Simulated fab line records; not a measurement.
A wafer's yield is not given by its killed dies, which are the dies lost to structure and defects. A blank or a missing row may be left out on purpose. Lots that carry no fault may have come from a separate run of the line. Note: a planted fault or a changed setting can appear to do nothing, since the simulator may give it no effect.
A struck lot beside a sound one -- flow n5 finfet -- 15 steps out of a route of 1938
Sound: wafers L824.1, L824.5, L824.6. Struck: wafers L820.2, L820.3, L820.6. The cause comes at the end.
For every step that has rows: the tool of each side, followed by ch and its chambers, followed by its first start. Under that, the readings that differ: sound wafers -- struck wafers -- difference of the means -- sigmas: that difference in standard deviations of wafers without a fault.
alike: a reading whose means differ by less than 2 such deviations, as well as words and numbers matching on both sides. not compared: withheld readings; readings where some wafer has no value; bounds like >300 that might hide an equal value; numbers whose values overlap and for which the record gives no deviation.
Wherever a step has rows on one side only, a row that says differs or no value, or a row with sigmas, the two part there. Numbers that don't overlap but have no deviation are shown without sigmas and don't part them. Lack of a reading on every wafer of one side parts them only where that side has two or more wafers.

N5_BEOL_M8_VIA_ETCH_34: etches SiCOH lowk in C4F6/O2, target depth 125.5 nm, time 50.5 s.
  sound on rie diel-05 ch 0,2,3, day 14 06:43; struck on rie diel-03 ch 0,2, day 13 19:58
  alike: C4F6_flow_sccm, drypump motor current A, oes product au, rf vpp V, showerhead plenum p Torr, throttle valve pct
  not compared: rf hours counter h
then, 1 step without rows for these wafers: N5_BEOL_M8_STRIP_76 (strips in C4F6/O2).
N5_BEOL_M8_STRIP_36: strips in N2/H2.
  sound on rie diel-05 ch 0,2,3, day 14 06:46; struck on rie diel-03 ch 0,2, day 13 20:01
  alike: drypump motor current A, oes product au, rf vpp V, showerhead plenum p Torr, throttle valve pct
  not compared: rf hours counter h
then, 1 step without rows for these wafers: N5_BEOL_M8_TRENCH_ETCH_37 (etches SiCOH lowk in C4F6/O2, target depth 93.478 nm, time 31.2 s).
N5_BEOL_M8_ETCH_41: etches SiCN in CH3F/O2, target depth 31.9 nm, time 57.8 s.
  sound on rie diel-05 ch 0,2,3; struck on rie diel-03 ch 0,2
  alike: drypump motor current A, oes product au, rf vpp V, showerhead plenum p Torr, throttle valve pct
  not compared: rf hours counter h
N5_BEOL_M8_STRIP_80: strips in N2/H2, time 10 s.
  sound on rie diel-05 ch 0,2,3; struck on rie diel-03 ch 0,2
  alike: drypump motor current A, oes product au, rf vpp V, showerhead plenum p Torr, throttle valve pct
  not compared: rf hours counter h
N5_BEOL_M8_OCD_MEAS_38:
  sound on ocd-02, day 14 06:58; struck on ocd-02, day 13 20:13
  alike: trench depth nm
then, 4 steps without rows for these wafers: N5_BEOL_M8_HM_STRIP_39 (strips TiN in peroxide tin strip, target depth 25 nm, time 158 s); N5_BEOL_M8_SRD_40 (time 30 s); N5_BEOL_M8_PRECLEAN_42 (cleans in residue remover, time 60 s); N5_BEOL_M8_SRD_43 (time 30 s).
N5_BEOL_M8_CD_MEAS_35 targets a cd of 40 nm.
  sound on cd sem-01, day 14 07:07; struck on cd sem-01, day 13 20:22
  alike: cd nm
N5_BEOL_M8_CURE_75: cures SiCOH lowk, time 120 s.
  sound on uv cure-03 ch 0, day 14 07:37; struck on uv cure-03 ch 2, day 13 20:27
  no value came back on the struck wafers for lamp power pct (%), run length s (s), wafer_temp_C_max; on the sound wafers lamp power pct (%) reads 52.25 52.34 52.24
N5_BEOL_M8_DEGAS_44: time 60 s.
  sound on pvd sputter-02, day 14 08:01; struck on pvd sputter-01, day 13 21:59
  alike: heater power w
-- record jumps: 3 days separate the struck wafers' starts on either side; left off in module BEOL_M8, taken up again in module PASSIVATION, whose first shown step is the route's number 1936 --
N5_PASSIVATION_PROBE_49:
  rows exist in the record for the struck wafers here (prober-02, day 16 22:05), but not for the sound ones

== WHERE THEY PART ==
At N5_BEOL_M8_CURE_75 first; at N5_PASSIVATION_PROBE_49 last (within this record only).

WHY: what the simulator had put in
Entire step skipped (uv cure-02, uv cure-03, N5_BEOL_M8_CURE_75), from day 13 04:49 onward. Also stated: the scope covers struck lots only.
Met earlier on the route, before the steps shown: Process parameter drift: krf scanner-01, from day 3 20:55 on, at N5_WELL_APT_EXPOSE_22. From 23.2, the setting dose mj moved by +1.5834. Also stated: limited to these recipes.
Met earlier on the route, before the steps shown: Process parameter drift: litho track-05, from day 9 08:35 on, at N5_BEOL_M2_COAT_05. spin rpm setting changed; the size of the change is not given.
